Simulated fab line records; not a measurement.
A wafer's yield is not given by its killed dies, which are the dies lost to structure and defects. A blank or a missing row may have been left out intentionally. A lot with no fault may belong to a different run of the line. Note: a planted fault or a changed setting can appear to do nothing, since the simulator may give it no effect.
What tool caused it? | flow nand harc | 24 lots with 72 wafers sampled at 5 steps, on a route of 1302 steps

## WHAT THE GAUGES READ, wafer by wafer
NHARC_P_STI_INSPECT_11.
lot  | measured     | on                | raw defect count
L074 | day 2 02:38  | defect inspect-02 | 5 15 12
L075 | day 2 08:13  | defect inspect-01 | 5 7 2
L076 | day 2 14:36  | defect inspect-01 | 5 7 7
L077 | day 3 06:02  | defect inspect-01 | 2 4 7
L078 | day 3 12:34  | defect inspect-02 | 7 10 5
L079 | day 3 20:28  | defect inspect-01 | 5 6 11
L080 | day 4 06:59  | defect inspect-02 | 3 7 5
L081 | day 4 18:34  | defect inspect-01 | 9 3 3
L082 | day 5 03:05  | defect inspect-01 | 6 8 6
L083 | day 5 19:01  | defect inspect-02 | 8 5 9
L084 | day 6 01:11  | defect inspect-01 | 6 1 4
L085 | day 6 08:50  | defect inspect-02 | 3 13 8
L086 | day 6 18:19  | defect inspect-02 | 7 7 11
L087 | day 7 05:41  | defect inspect-02 | 2 5 2
L088 | day 7 16:43  | defect inspect-02 | 6 5 4
L089 | day 8 02:05  | defect inspect-02 | 5 6 5
L090 | day 8 13:18  | defect inspect-01 | 1 2 4
L091 | day 8 22:29  | defect inspect-02 | 4 5 7
L092 | day 9 08:37  | defect inspect-01 | 9 3 4
L093 | day 9 18:27  | defect inspect-02 | 6 9 8
L094 | day 10 05:01 | defect inspect-01 | 13 3 8
L095 | day 10 17:02 | defect inspect-01 | 7 9 4
L096 | day 11 01:40 | defect inspect-01 | 3 3 10
L097 | day 11 08:02 | defect inspect-02 | 4 11 3

NHARC_P_M2_OVL_MEAS_10: pitch 340 nm.
lot  | measured     | on         | overlay x nm (nm) | overlay y nm (nm)
L074 | day 5 14:58  | overlay-02 | -0.4 0.0 -1.1     | -0.7 -1.0 -0.2
L075 | day 5 18:55  | overlay-01 | 0.7 1.2 0.5       | 0.3 0.9 0.7
L076 | day 6 04:40  | overlay-01 | 1.2 1.6 1.9       | -0.6 -0.3 -0.7
L077 | day 7 19:44  | overlay-02 | 0.7 0.8 0.8       | 0.0 -0.2 -0.8
L078 | day 7 02:17  | overlay-02 | -0.8 -0.1 -0.2    | -1.0 -1.6 -1.6
L079 | day 7 08:23  | overlay-02 | -1.2 -1.1 -1.3    | 0.9 0.9 0.8
L080 | day 8 01:04  | overlay-02 | -0.7 -0.1 -0.5    | -0.1 -0.3 -0.2
L081 | day 8 13:56  | overlay-02 | 0.3 0.7 1.0       | -0.7 -0.7 -0.2
L082 | day 8 14:41  | overlay-02 | 0.5 1.2 0.9       | 1.5 0.5 0.9
L083 | day 9 11:53  | overlay-01 | 1.4 1.4 1.7       | -0.5 -0.9 -1.1
L084 | day 9 17:43  | overlay-02 | 0.8 0.7 1.0       | -0.8 -1.0 -1.0
L085 | day 9 21:19  | overlay-02 | 0.9 0.4 0.0       | 0.8 0.7 0.9
L086 | day 10 11:30 | overlay-01 | -0.2 0.4 0.6      | 0.7 0.9 1.4
L087 | day 10 19:19 | overlay-02 | 0.0 0.4 0.1       | 0.3 1.0 0.8
L088 | day 11 07:46 | overlay-01 | 1.5 1.6 1.7       | 0.6 0.5 0.4
L089 | day 11 11:31 | overlay-01 | -0.1 0.1 0.1      | 0.4 0.3 -0.1
L090 | day 12 04:11 | overlay-02 | 1.0 0.8 1.3       | -0.2 0.1 -0.3
L091 | day 12 19:22 | overlay-01 | 0.3 -0.3 -0.5     | -0.5 -1.3 -0.6
L092 | day 13 00:45 | overlay-02 | -0.2 -0.4 0.1     | 1.1 1.7 0.8
L093 | day 13 15:56 | overlay-01 | 0.5 0.8 0.7       | 0.4 1.2 0.8
L094 | day 13 15:46 | overlay-01 | 0.7 0.8 1.0       | 0.1 -0.3 0.0
L095 | day 14 09:35 | overlay-01 | -0.4 -0.6 -0.4    | 0.3 0.0 0.4
L096 | day 14 14:26 | overlay-01 | -0.7 -1.1 -0.4    | 0.6 -0.2 0.4
L097 | day 14 21:42 | overlay-02 | 0.9 0.7 0.8       | 0.3 -0.4 0.2

NHARC_P_M2_CD_MEAS_16.
lot  | measured     | on        | cd nm (nm)
L074 | day 5 15:25  | cd sem-02 | 169.8 170.3 170.0
L075 | day 5 19:19  | cd sem-03 | 170.9 168.6 168.6
L076 | day 6 05:04  | cd sem-03 | 169.0 168.4 169.2
L077 | day 7 20:08  | cd sem-01 | 169.0 169.8 170.1
L078 | day 7 02:41  | cd sem-03 | 168.5 168.3 168.5
L079 | day 7 08:47  | cd sem-02 | 170.6 170.9 169.7
L080 | day 8 01:29  | cd sem-02 | 169.5 169.7 168.7
L081 | day 8 14:23  | cd sem-03 | 170.5 170.5 169.4
L082 | day 8 15:08  | cd sem-03 | 169.6 170.2 170.6
L083 | day 9 12:17  | cd sem-01 | 169.5 170.1 171.3
L084 | day 9 18:08  | cd sem-02 | 170.0 170.6 171.4
L085 | day 9 21:43  | cd sem-02 | 170.1 170.4 169.8
L086 | day 10 11:54 | cd sem-02 | 169.7 170.1 169.8
L087 | day 10 19:43 | cd sem-02 | 169.2 169.1 169.1
L088 | day 11 08:10 | cd sem-02 | 169.8 169.1 169.5
L089 | day 11 11:55 | cd sem-02 | 171.1 167.7 169.5
L090 | day 12 04:36 | cd sem-01 | 168.8 170.1 170.1
L091 | day 12 19:47 | cd sem-01 | 169.1 169.7 169.7
L092 | day 13 01:20 | cd sem-03 | 169.7 171.9 170.7
L093 | day 13 16:23 | cd sem-03 | 169.1 170.2 170.9
L094 | day 13 16:10 | cd sem-01 | 171.0 169.9 169.7
L095 | day 14 09:59 | cd sem-03 | 170.5 168.2 168.9
L096 | day 14 14:51 | cd sem-03 | 169.9 170.5 170.1
L097 | day 14 22:06 | cd sem-02 | 169.8 170.1 169.5

## EACH LOT AND THE TOOL THAT RAN IT (in order: tool; ch and the chambers of the sampled wafers; start)
lot  | NHARC_P_CONTACT_CVD_23                   | NHARC_P_M2_ETCH_15
L074 | cvd w-01 ch 0,1, day 5 14:58 or earlier  | rie diel-04 ch 1,2, day 5 15:25 or earlier
L075 | cvd w-01 ch 0,1, day 5 18:55 or earlier  | rie diel-05 ch 0,2,3, day 5 19:19 or earlier
L076 | cvd w-02 ch 0,1, day 6 04:40 or earlier  | rie diel-04 ch 0,2, day 6 05:04 or earlier
L077 | cvd w-02 ch 0,1, day 7 19:44 or earlier  | rie diel-04 ch 2,3, day 7 20:08 or earlier
L078 | cvd w-02 ch 0,1, day 7 02:17 or earlier  | rie diel-04 ch 0,2,3, day 7 02:41 or earlier
L079 | cvd w-02 ch 0, day 7 08:23 or earlier    | rie diel-04 ch 0,2, day 7 08:47 or earlier
L080 | cvd w-02 ch 0,1, day 8 01:04 or earlier  | rie diel-05 ch 0,1,3, day 8 01:29 or earlier
L081 | cvd w-02 ch 0,1, day 8 13:56 or earlier  | rie diel-04 ch 1,3, day 8 14:23 or earlier
L082 | cvd w-02 ch 0,1, day 8 14:41 or earlier  | rie diel-04 ch 1,2,3, day 8 15:08 or earlier
L083 | cvd w-01 ch 0,1, day 9 11:53 or earlier  | rie diel-04 ch 1,3, day 9 12:17 or earlier
L084 | cvd w-02 ch 0,1, day 9 17:43 or earlier  | rie diel-03 ch 0,1,2, day 9 18:08 or earlier
L085 | cvd w-01 ch 0,1, day 9 21:19 or earlier  | rie diel-04 ch 2,3, day 9 21:43 or earlier
L086 | cvd w-01 ch 1, day 10 11:30 or earlier   | rie diel-04 ch 2,3, day 10 11:54 or earlier
L087 | cvd w-01 ch 0,1, day 10 19:19 or earlier | rie diel-04 ch 0,1,3, day 10 19:43 or earlier
L088 | cvd w-01 ch 0, day 11 07:46 or earlier   | rie diel-03 ch 1,3, day 11 08:10 or earlier
L089 | cvd w-02 ch 0,1, day 11 11:31 or earlier | rie diel-05 ch 0,1,2, day 11 11:55 or earlier
L090 | cvd w-02 ch 0,1, day 12 04:11 or earlier | rie diel-05 ch 1,2, day 12 04:36 or earlier
L091 | cvd w-02 ch 0,1, day 12 19:22 or earlier | rie diel-04 ch 0,2,3, day 12 19:47 or earlier
L092 | cvd w-01 ch 0,1, day 13 00:45 or earlier | rie diel-04 ch 0,3, day 13 01:20 or earlier
L093 | cvd w-01 ch 0,1, day 13 15:56 or earlier | rie diel-05 ch 0,1,2, day 13 16:23 or earlier
L094 | cvd w-02 ch 0,1, day 13 15:46 or earlier | rie diel-04 ch 0,3, day 13 16:10 or earlier
L095 | cvd w-01 ch 0,1, day 14 09:35 or earlier | rie diel-03 ch 0,1, day 14 09:59 or earlier
L096 | cvd w-01 ch 0,1, day 14 14:26 or earlier | rie diel-04 ch 0,1,2, day 14 14:51 or earlier
L097 | cvd w-02 ch 0, day 14 21:42 or earlier   | rie diel-03 ch 1,2,3, day 14 22:06 or earlier
- NHARC_P_CONTACT_CVD_23: deposits W, target thk 200 nm, time 557 s.
- NHARC_P_M2_ETCH_15: etches the open film in C4F8/Ar, target depth 182.5 nm, time 91.2 s.

## AS READ BY THE TOOLS THEMSELVES (means over the sampled wafers that have a number; for cases with no such wafer, the mark the record gives instead)
NHARC_P_CONTACT_CVD_23.
lot  | tool     | heater power w (W) | mfc h2 sccm (sccm) | mfc wf6 sccm (sccm) | throttle valve pct (%)
L074 | cvd w-01 | 445                | 1599               | 40.05               | 7.80
L075 | cvd w-01 | 443                | 1597               | 40.00               | 7.66
L076 | cvd w-02 | 426                | 1599               | 40.03               | 7.91
L077 | cvd w-02 | 432                | 1598               | 39.93               | 7.90
L078 | cvd w-02 | 429                | 1597               | 40.00               | 7.92
L079 | cvd w-02 | 395                | 1601               | 39.99               | 7.92
L080 | cvd w-02 | 424                | 1600               | 39.96               | 7.94
L081 | cvd w-02 | 427                | 1602               | 40.05               | 8.00
L082 | cvd w-02 | 436                | 1597               | 40.00               | 8.03
L083 | cvd w-01 | 452                | 1601               | 40.00               | 7.79
L084 | cvd w-02 | 410                | 1601               | 40.02               | 8.09
L085 | cvd w-01 | 455                | 1603               | 39.99               | 7.67
L086 | cvd w-01 | 455                | 1597               | 40.25               | 7.57
L087 | cvd w-01 | 448                | 1598               | 40.20               | 7.74
L088 | cvd w-01 | 453                | 1597               | 40.00               | 7.57
L089 | cvd w-02 | 442                | 1600               | 40.03               | 8.25
L090 | cvd w-02 | 417                | 1600               | 39.97               | 8.14
L091 | cvd w-02 | 413                | 1595               | 39.98               | 8.11
L092 | cvd w-01 | 449                | 1597               | 40.02               | 7.47
L093 | cvd w-01 | 454                | 1607               | 40.01               | 7.54
L094 | cvd w-02 | 419                | 1599               | 40.11               | 8.10
L095 | cvd w-01 | 457                | 1598               | 40.13               | 7.69
L096 | cvd w-01 | 449                | 1595               | 40.14               | 7.63
L097 | cvd w-02 | 414                | 1594               | 40.10               | 8.22

NHARC_P_M2_ETCH_15.
lot  | tool        | oes product au (a.u.) | rf vpp V (V)
L074 | rie diel-04 | 0.946                 | 438.3
L075 | rie diel-05 | 0.914                 | 442.0
L076 | rie diel-04 | 0.971                 | 440.5
L077 | rie diel-04 | 0.984                 | 438.1
L078 | rie diel-04 | 0.961                 | 438.8
L079 | rie diel-04 | 0.923                 | 440.2
L080 | rie diel-05 | 0.922                 | 440.7
L081 | rie diel-04 | 0.973                 | 438.5
L082 | rie diel-04 | 0.980                 | 438.8
L083 | rie diel-04 | 0.971                 | 438.2
L084 | rie diel-03 | 0.928                 | 443.1
L085 | rie diel-04 | 0.946                 | 438.5
L086 | rie diel-04 | 0.986                 | 437.9
L087 | rie diel-04 | 0.975                 | 439.8
L088 | rie diel-03 | 0.925                 | 444.2
L089 | rie diel-05 | 0.922                 | 442.2
L090 | rie diel-05 | 0.922                 | 443.4
L091 | rie diel-04 | 0.967                 | 439.4
L092 | rie diel-04 | 0.929                 | 440.5
L093 | rie diel-05 | 0.925                 | 441.5
L094 | rie diel-04 | 0.986                 | 440.2
L095 | rie diel-03 | 0.924                 | 444.0
L096 | rie diel-04 | 0.970                 | 439.7
L097 | rie diel-03 | 0.973                 | 442.3

## THE ANSWER, worked out from the rows above alone
Rule: the lots themselves supply what counts as usual. The widest of any qualifying gaps counts: lots, ordered by their means at a reading, are off when they make up no more than a third of the lots, leave a main group of 4 or more, and stand apart from it by 3 or more times the standard deviation of that group's means. A main group is skipped when, at the precision printed for the reading in the tables above, its means are all equal. A lot without any number at a reading at which 4 lots or more have one is off too. Where the step has rows for the other lots, those lots are counted as sound. The gauges are gone through in route order, then the tools' own readings, and for those a lot's mean is taken as printed above. The first step at which some lot is off is used, and at that step the reading that is off furthest; a lot without a number counts as furthest.
No lot is off on any of the readings shown, so nothing can be concluded from this.

## WHAT THE SIMULATOR HAD PUT IN
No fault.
